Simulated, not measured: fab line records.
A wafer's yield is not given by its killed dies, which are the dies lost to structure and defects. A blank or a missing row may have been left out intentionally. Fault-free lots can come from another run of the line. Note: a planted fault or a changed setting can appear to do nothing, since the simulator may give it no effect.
Problem report, 8D (eight disciplines) form, completed by code + flow n5_finfet + the parts of the form that need people (team, actions taken, sign-off) are left out

1. WHAT WENT WRONG
At N5_BEOL_M5_CO_CAP_78, run_length_s averages 66.0 s over 3 wafers from 2 lots, while fault-free wafers read 124.7 s, standard deviation 0.65. Measured from the usual mean, that is -90 standard deviations.
The step: material Co, precursor CCTBA/H2, target thk 2 nm, time 102.1 s.
First seen on wafer L567.4, day 13 09:46, on cvd_co-02. At this step, 18 wafers from 6 lots have a number in the record. Rule for "out", or "out of limits": more than 4 standard deviations from the usual mean. The rest of the wafers with a number are treated as sound.

2. WHAT IT IS, AND WHAT IT ISN'T
| question                    | is                     | is not                                                                         |
|-----------------------------|------------------------|--------------------------------------------------------------------------------|
| which readings at this step | run_length_s           | heater_power_w                                                                 |
| which lots                  | L567, L568             | L551, L554, L569, L571                                                         |
| which wafers of those lots  | L567.4, L568.3, L568.6 | L567.5, L567.6, L568.2                                                         |
| read on which tools         | cvd_co-02              | cvd_co-01                                                                      |
| when                        | from day 13 09:46      | up to then (8 sound wafers); but 7 sound wafers of L568, L569, L571 came after |

3. SUSPECTS, AND WHAT RULES EACH OUT
Counting: any tool at a process step up to the reading remains a suspect provided it ran every lot that is out. Sound lots after the first of them don't rule it out here, since some wafers of a struck lot are sound.
- rtp_anneal-01 at N5_BEOL_M5_ANNEAL_51 (time 90 s): kept. It ran every lot that is out, first L567 (day 13 09:12).
- cvd_co-02 at N5_BEOL_M5_PRE_CLEAN_77 (time 15 s): kept. Ran every lot that is out, first one L567 (day 13 09:43); last sound lot up to then L554 (day 9 23:07).
- cvd_co-02 at N5_BEOL_M5_CO_CAP_78 (material Co, precursor CCTBA/H2, target thk 2 nm, time 102.1 s): kept. Ran every lot that is out, first one L567 (day 13 09:46); last sound lot up to then L554 (day 9 23:10). On those wafers its own readings are out: run_length_s.
- Within cvd_co-02 at N5_BEOL_M5_PRE_CLEAN_77: the wafers that are out ran in chamber 2; their sound lot-mates ran in chambers 0, 1.
- Within cvd_co-02 at N5_BEOL_M5_CO_CAP_78: the wafers that are out ran in chamber 2; their sound lot-mates ran in chambers 0, 1.
rtp_anneal-01 at N5_BEOL_M5_ANNEAL_51, cvd_co-02 at N5_BEOL_M5_PRE_CLEAN_77 and cvd_co-02 at N5_BEOL_M5_CO_CAP_78 are what is left after counting.

4. THE CAUSE (what the simulator had put in)
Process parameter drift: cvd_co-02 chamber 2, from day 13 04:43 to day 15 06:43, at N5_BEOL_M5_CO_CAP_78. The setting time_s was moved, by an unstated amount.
After counting, 3 suspects remain, this tool included.

5. THE CHAIN OF EFFECTS, in route order
Rows list readings where the struck wafers' mean (over those with a number) sits beyond 3 standard deviations from the usual. Scope: only readings with a usual standard deviation given in the record; hours: median across lots of the time from each lot's start at the first step in this table that gives one to its start at this step; sigmas: change in usual standard deviations.
| hours | step                 | reading      | usual   | on struck wafers | change | sigmas |
|-------|----------------------|--------------|---------|------------------|--------|--------|
| 0     | N5_BEOL_M5_CO_CAP_78 | run_length_s | 124.7 s | 66.0             | -58.7  | -90    |
It contains these process steps:
- N5_BEOL_M5_CO_CAP_78: material Co, precursor CCTBA/H2, target thk 2 nm, time 102.1 s.

6. WHAT WOULD HAVE CAUGHT IT SOONER
In this record no reading fell out of limits until day 13 09:46, 5 hours after the fault had begun at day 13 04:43.
